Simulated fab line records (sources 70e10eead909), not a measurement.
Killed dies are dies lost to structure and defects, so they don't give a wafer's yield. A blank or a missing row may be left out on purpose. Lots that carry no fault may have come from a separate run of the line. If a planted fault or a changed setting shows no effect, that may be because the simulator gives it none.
Chamber matching	flow nand harc	rie diel-07 running NHARC_A_M0_DESCUM_14: 4 sister chambers
The step chemistry O2, time 3 s. 33 wafers are shown with their chamber, then 12 later ones without.

== WAFERS PAIRED WITH THEIR CHAMBERS ==
wafer	chamber	showerhead plenum p Torr (Torr)	drypump motor current A (A)	oes product au (a.u.)
L074.2	2	1.98	5.3	1.007
L074.3	1	2.01	5.6	0.993
L074.6	1	2.01	5.6	0.994
L076.1	1	2.01	5.6	1.004
L076.3	2	1.98	5.3	1.007
L076.5	0	1.92	6.4	1.010
L078.2	0	1.92	6.4	0.999
L078.5	2	1.98	5.3	1.001
L078.6	1	2.01	5.6	0.990
L080.1	3	1.89	5.9	0.997
L080.2	0	1.92	6.3	0.998
L080.6	0	1.92	6.3	0.996
L084.3	2	1.98	5.3	0.996
L084.5	0	1.92	6.3	0.994
L084.6	1	2.01	5.6	0.989
L081.2	2	1.98	5.3	1.005
L081.3	0	1.92	6.3	0.986
L081.5	0	1.92	6.3	0.995
L082.1	2	1.98	5.3	0.993
L082.4	0	1.92	6.3	0.982
L082.5	3	1.89	6.0	0.990
L083.1	2	1.98	5.3	0.999
L083.3	0	1.92	6.4	0.991
L083.6	2	1.98	5.4	0.999
L086.1	1	2.00	5.6	0.995
L086.2	2	1.98	5.3	0.992
L086.6	0	1.92	6.3	0.998
L085.1	0	1.92	6.4	0.989
L085.2	3	1.89	6.0	0.976
L085.3	2	1.98	5.3	0.994
L087.2	3	1.89	5.9	0.998
L087.5	2	1.98	5.3	0.996
L087.6	1	2.00	5.6	0.985

SIGNATURES (averages over the wafers above)
reading	chamber 0	chamber 1	chamber 2	chamber 3	scatter within a chamber
showerhead plenum p Torr	1.9200	2.0071	1.9800	1.8900	0.00222
drypump motor current A	6.336	5.600	5.309	5.950	0.0392
oes product au	0.99436	0.99286	0.99900	0.99025	0.00689
Rule: for each reading, subtract the chamber's mean from the wafer's reading, divide by that reading's scatter and square the result; add these up over the readings and take the root, which gives the wafer's distance from the chamber. The wafer belongs to the nearest chamber; if the next one is less than 2 further off, it can't be placed. The scatter is the square root of a quotient: the sum, over the shown wafers, of each reading's squared deviation from its chamber's mean, divided by wafers minus chambers.

== WAFERS WHOSE CHAMBER IS MISSING ==
wafer	showerhead plenum p Torr (Torr)	drypump motor current A (A)	oes product au (a.u.)
L093.1	1.92	6.3	0.998
L093.3	2.00	5.6	0.984
L093.6	2.00	5.6	0.983
L096.1	1.98	5.3	1.003
L096.2	1.89	5.9	0.994
L096.6	1.98	5.3	0.999
L096.3	2.00	5.6	0.996
L096.4	1.92	6.4	1.009
L096.5	1.89	5.9	0.996
L097.1	1.89	5.9	0.998
L097.5	1.89	6.0	0.991
L097.6	1.98	5.3	0.987

== THE CHAMBER EACH PASSED THROUGH ==
wafer	from the rows above	in truth
L093.1	0	0
L093.3	1	1
L093.6	1	1
L096.1	2	2
L096.2	3	3
L096.6	2	2
L096.3	1	1
L096.4	0	0
L096.5	3	3
L097.1	3	3
L097.5	3	3
L097.6	2	2
Correctly placed: 12 of 12. From these rows, 0 cannot be placed. 0 placed wrongly.
